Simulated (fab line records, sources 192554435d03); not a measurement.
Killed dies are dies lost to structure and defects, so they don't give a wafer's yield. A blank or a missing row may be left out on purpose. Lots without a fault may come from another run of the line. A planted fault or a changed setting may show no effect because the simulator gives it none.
fab line records | flow n5_finfet | part 2 of 2: steps 5 to 6 of 6
record lots=23 wafers=69 last_day=18
route steps=1938 shown BEOL_M15@1790 MIM_TOP@1835 MIM_TOP_ETCH@1852
lots that met no fault: from a run of the same line without faults
start_h: hours from the record's first day to the start of the lot's first wafer shown | wait_h: hours since the lot's step before | " the same as in the row above | L1.1+2: a row that stands for several wafers | - no value, or no start given | * or withheld: withheld | < > ~ a bound
route shown NAME@n: a module of which the file shows steps, and the number in the route of the first | usual: mean/standard deviation of fault-free wafers | same: alike in all rows | chamber/n: place in a boat | sites: the reading at each site | _std_site: their standard deviation | _edge_site: outer sites' mean less inner sites' | radius_mm: how far each site lies from the wafer's centre | mask NAME#n: copy n | behind: the tool/chamber that last shaped the wafer | hold: why the lot was held/for how many hours/how that ended | device: the transistor (n, p or np) that didn't switch | end of line: the same wafers' tests at the end of the route | a step without rows: its recipe alone | killed: dies lost to structure and defects at the first sort, not the wafer's yield | map: a wafer's dies, x killed, . not, _ none there
set.NAME: the setting as run; set.NAME@STEP: as run at that earlier step | model.NAME: the simulator's own value behind a step, which no gauge read
steps of the route over a sample of lots; a table a step, a row a wafer
services: from which hour (start_h, from the record's first day; less than 0 if before it) a tool's chamber was out of use, for how many hours, and why
## steps
# step N5_MIM_TOP_ALD_01
# recipe material=HfO2 target_thk_a=56 temp_c=withheld ald_precursor_family=Hf-amide ald_co_reactant=O3 pulse_time_s=1 purge_time_s=3 co_reactant_purge_time_s=2 co_reactant_pulse_time_s=3 ald_cycles=62
# usual precursor_pulse_height_rel=1.000/0.021
# columns lot.wafer tool chamber start_h wait_h precursor_pulse_height_rel
L074.1 ald_hk-02 2 - - 0.995
L074.2 " 1 " " 1.014
L074.3 " 0 " " 1.001
L076.3 ald_hk-03 0 - - 1.002
L076.4 " 1 " " 1.008
L076.6 " 1 " " 1.015
L077.3 ald_hk-02 3 - - 0.995
L077.4 " 0 " " 0.994
L077.6 " 0 " " 1.006
L075.3 ald_hk-03 0 - - 0.990
L075.4 " 1 " " 1.045
L075.6 " 0 " " 0.977
L078.2 ald_hk-01 0 - - 0.962
L078.4 " 1 " " 1.013
L078.5 " 1 " " 0.977
L079.3 ald_hk-02 2 - - 1.005
L079.4 " 1 " " 1.011
L079.6 " 2 " " 0.964
L080.1 ald_hk-01 3 - - 1.025
L080.4 " 0 " " 0.983
L080.6 " 0 " " 1.012
L081.1 ald_hk-03 2 - - 0.998
L081.2 " 1 " " 1.002
L081.5 " 1 " " 1.029
L082.1 ald_hk-02 2 - - 0.983
L082.4 " 3 " " 0.966
L082.5 " 3 " " 1.009
L083.1 ald_hk-03 1 - - 0.985
L083.2 " 2 " " 0.996
L083.5 " 0 " " 1.003
L085.2 ald_hk-01 0 - - 0.998
L085.4 " 3 " " 0.979
L085.6 " 3 " " 1.002
L088.2 ald_hk-02 1 - - 1.016
L088.5 " 1 " " 0.999
L088.6 " 2 " " 1.019
L086.1 ald_hk-02 3 - - 0.949
L086.2 " 2 " " 1.007
L086.4 " 1 " " 0.968
L084.1 ald_hk-03 0 - - 1.022
L084.5 " 2 " " 1.023
L084.6 " 1 " " 1.007
L090.2 ald_hk-01 1 - - 1.026
L090.3 " 2 " " 1.028
L090.4 " 0 " " 0.996
L089.3 ald_hk-02 1 - - 0.993
L089.4 " 3 " " 1.023
L089.5 " 2 " " 0.986
L091.1 ald_hk-03 1 - - 1.003
L091.3 " 2 " " 0.981
L091.4 " 0 " " 0.989
L092.2 ald_hk-02 1 - - 1.010
L092.5 " 1 " " 1.021
L092.6 " 2 " " 1.024
L093.1 ald_hk-03 0 - - 0.960
L093.2 " 1 " " 1.042
L093.3 " 2 " " 0.985
L094.4 ald_hk-03 2 - - 1.036
L094.5 " 1 " " 1.014
L094.6 " 2 " " 1.000
L096.1 ald_hk-03 0 - - 1.043
L096.2 " 1 " " 0.977
L096.4 " 2 " " 0.988
L095.2 ald_hk-01 3 - - 1.002
L095.4 " 2 " " 1.000
L095.5 " 3 " " 0.984
L097.4 ald_hk-02 0 - - 0.979
L097.5 " 1 " " 0.986
L097.6 " 2 " " 1.016
# step N5_MIM_TOP_ETCH_STRIP_01
# recipe chemistry=O2 power_w=600 temp_c=60 pressure_mtorr=30 rf_frequency_hz=6e+07 bias_power_w=0 overash_fraction=0.5 o2_flow_sccm=225
# usual drypump_motor_current_A=5.6/0.36 oes_product_au=0.80/0.077 rf_vpp_V=3.4/1.2 showerhead_plenum_p_Torr=2.11/0.083 temp_c=59.98/0.11 throttle_valve_pct=16.51/0.23
# columns lot.wafer tool chamber start_h wait_h drypump_motor_current_A oes_product_au rf_hours_counter_h rf_vpp_V showerhead_plenum_p_Torr temp_c throttle_valve_pct
L074.1 rie_diel-06 3 262.31 0.1 5.3 0.82 88 4.3 2.21 59.91 16.68
L074.2 " 2 " " 5.2 0.70 235 2.6 2.05 59.94 16.97
L074.3 " 1 " " 5.9 0.84 64 4.5 2.10 59.94 16.07
L076.3 rie_diel-03 0 270.77 0.1 5.3 0.80 87 2.2 2.22 59.91 16.34
L076.4 " 2 " " 5.2 0.74 191 2.7 1.98 59.84 16.28
L076.6 " 2 " " 5.2 0.73 - 4.1 1.98 59.92 16.29
L077.3 rie_diel-03 0 272.25 0.1 5.2 0.79 87 3.2 2.22 60.19 16.35
L077.4 " 3 " " 5.8 0.95 7 3.2 2.14 60.05 16.63
L077.6 " 1 " " 6.0 0.79 - 2.2 2.19 59.85 16.20
L075.3 rie_diel-06 1 278.95 0.1 5.9 0.83 69 3.2 2.10 59.84 16.14
L075.4 " 0 " " 5.8 0.86 67 5.4 2.03 60.15 16.67
L075.6 " 0 " " 5.8 0.85 - 6.8 2.04 60.04 16.66
L078.2 rie_diel-06 0 283.30 0.1 5.8 0.88 69 2.8 2.03 59.87 16.69
L078.4 " 1 " " 5.9 0.84 71 3.7 2.10 59.88 16.08
L078.5 " 0 " " 5.8 0.86 - 2.9 2.03 59.85 16.67
L079.3 rie_diel-06 1 283.63 0.1 5.9 0.82 71 3.1 2.10 60.09 16.08
L079.4 " 2 " " 5.2 0.70 242 5.5 2.05 60.02 16.97
L079.6 " 2 " " 5.2 0.69 - 2.7 2.05 59.88 16.98
L080.1 rie_diel-01 3 295.04 0.1 6.3 0.83 81 2.7 2.03 59.90 16.38
L080.4 " 1 " " 5.8 0.67 - 3.2 2.07 59.98 16.62
L080.6 " 0 " " 5.2 0.68 - 1.3 2.14 59.95 16.71
L081.1 rie_diel-06 0 296.32 0.1 5.7 0.85 74 2.4 2.03 60.10 16.67
L081.2 " 1 " " 5.9 0.82 76 4.1 2.10 59.95 16.15
L081.5 " 0 " " 5.8 0.84 - 1.6 2.03 59.76 16.70
L082.1 rie_diel-03 2 300.86 0.2 5.2 0.74 200 3.1 1.98 60.15 16.26
L082.4 " 0 " " 5.3 0.82 97 6.7 2.22 59.93 16.37
L082.5 " 0 " " 5.3 0.81 - 3.0 2.22 59.92 16.38
L083.1 rie_diel-03 3 309.18 0.1 5.8 0.93 18 1.5 2.14 59.98 16.65
L083.2 " 1 " " 5.9 0.76 122 2.4 2.19 60.20 16.23
L083.5 " 3 " " 5.9 0.91 - 2.8 2.14 60.10 16.65
L085.2 rie_diel-03 0 319.18 0.1 5.3 0.79 102 2.8 2.22 60.09 16.39
L085.4 " 2 " " 5.2 0.74 205 4.5 1.98 59.94 16.31
L085.6 " 1 " " 5.9 0.76 - 4.0 2.19 59.98 16.30
L088.2 rie_diel-03 2 336.51 0.1 5.2 0.72 211 2.9 1.98 59.92 16.30
L088.5 " 2 " " 5.2 0.72 - 3.3 1.97 60.05 16.30
L088.6 " 1 " " 6.0 0.74 - 3.3 2.18 59.97 16.31
L086.1 rie_diel-01 0 344.43 0.1 5.2 0.67 228 4.1 2.14 60.00 16.73
L086.2 " 2 " " 6.1 0.98 9 3.9 2.26 59.75 16.53
L086.4 " 3 " " 6.2 0.81 97 4.1 2.02 59.88 16.47
L084.1 rie_diel-03 3 346.20 0.1 5.9 0.88 30 4.3 2.14 59.98 16.65
L084.5 " 3 " " 5.9 0.89 - 4.1 2.13 59.95 16.63
L084.6 " 0 " " 5.2 0.79 - 3.0 2.21 60.12 16.37
L090.2 rie_diel-01 3 346.38 0.1 6.3 0.83 98 4.4 2.02 59.85 16.50
L090.3 " 1 " " 5.8 0.67 242 1.7 2.06 60.26 16.59
L090.4 " 0 " " 5.2 0.67 229 5.9 2.14 59.98 16.70
L089.3 rie_diel-03 1 349.81 0.1 6.0 0.76 133 6.4 2.18 60.04 16.26
L089.4 " 0 " " 5.3 0.79 112 3.0 2.21 60.06 16.39
L089.5 " 2 " " 5.2 0.72 - 3.0 1.97 60.07 16.34
L091.1 rie_diel-01 3 364.15 0.3 6.2 0.80 101 2.9 2.02 60.11 16.50
L091.3 " 0 " " 5.2 0.66 233 2.1 2.13 59.84 16.77
L091.4 " 2 " " 6.1 0.95 14 2.2 2.26 60.04 16.55
L092.2 rie_diel-03 1 377.29 0.2 6.0 0.74 142 4.0 2.18 59.91 16.27
L092.5 " 0 " " 5.3 0.79 - 3.5 2.21 60.09 16.42
L092.6 " 3 " " 5.9 0.88 - 3.9 2.13 59.84 16.64
L093.1 rie_diel-01 0 380.74 0.1 5.2 0.66 241 2.4 2.13 59.96 16.80
L093.2 " 2 " " 6.1 0.92 22 5.3 2.25 60.04 16.55
L093.3 " 3 " " 6.2 0.80 109 1.7 2.02 60.12 16.45
L094.4 rie_diel-06 3 382.10 0.1 5.3 0.77 127 3.8 2.19 60.14 16.73
L094.5 " 3 " " 5.3 0.76 - 3.9 2.19 60.14 16.72
L094.6 " 0 " " 5.7 0.82 - 2.5 2.02 60.11 16.75
L096.1 rie_diel-06 2 385.87 0.1 5.2 0.89 19 5.0 2.04 59.75 16.59
L096.2 " 3 " " 5.3 0.74 128 2.6 2.19 59.97 16.75
L096.4 " 1 " " 5.9 0.79 105 2.2 2.09 60.20 16.20
L095.2 rie_diel-06 2 386.75 0.1 5.2 0.90 20 3.8 2.04 59.95 16.52
L095.4 " 0 " " 5.8 0.83 102 4.0 2.02 60.04 16.80
L095.5 " 3 " " 5.3 0.75 - 7.9 2.19 60.10 16.72
L097.4 rie_diel-06 1 412.67 0.1 5.9 0.80 113 2.5 2.09 60.06 16.16
L097.5 " 2 " " 5.2 0.92 - 3.4 2.04 59.94 16.58
L097.6 " 1 " " 5.9 0.79 - 2.3 2.09 59.96 16.22
## services
# columns tool chamber start_h hours kind
cmp-03 - 226.34 4.0 pm
cmp-02 - 226.72 6.0 repair
rie_diel-06 3 248.87 4.0 repair
cmp-04 - 259.58 2.5 repair
cmp-03 - 262.06 3.9 pm
rie_diel-01 1 271.31 18.5 repair
ald_hk-03 - 272.33 1.1 repair
ald_hk-03 - 280.42 1.1 repair
rie_diel-01 2 282.41 8.8 repair
cmp-02 - 298.56 4.0 pm
rie_diel-06 2 303.58 - clean
rie_diel-06 2 303.58 - consumable_replace:focus_ring
rie_diel-06 2 303.58 16.4 scheduled_down
ald_hk-03 - 332.26 8.7 pm
rie_diel-01 - 346.57 2.8 pm
cmp-03 - 347.41 1.0 repair
rie_diel-06 - 363.32 2.8 pm
rie_diel-03 - 366.81 2.8 pm
cmp-02 - 368.75 5.8 pm
pvd_sputter-01 - 379.91 1.3 repair
cmp-04 - 381.54 4.0 pm
cmp-02 - 387.08 0.2 repair
rie_diel-01 0 397.09 19.4 repair
cmp-04 - 401.59 0.7 repair
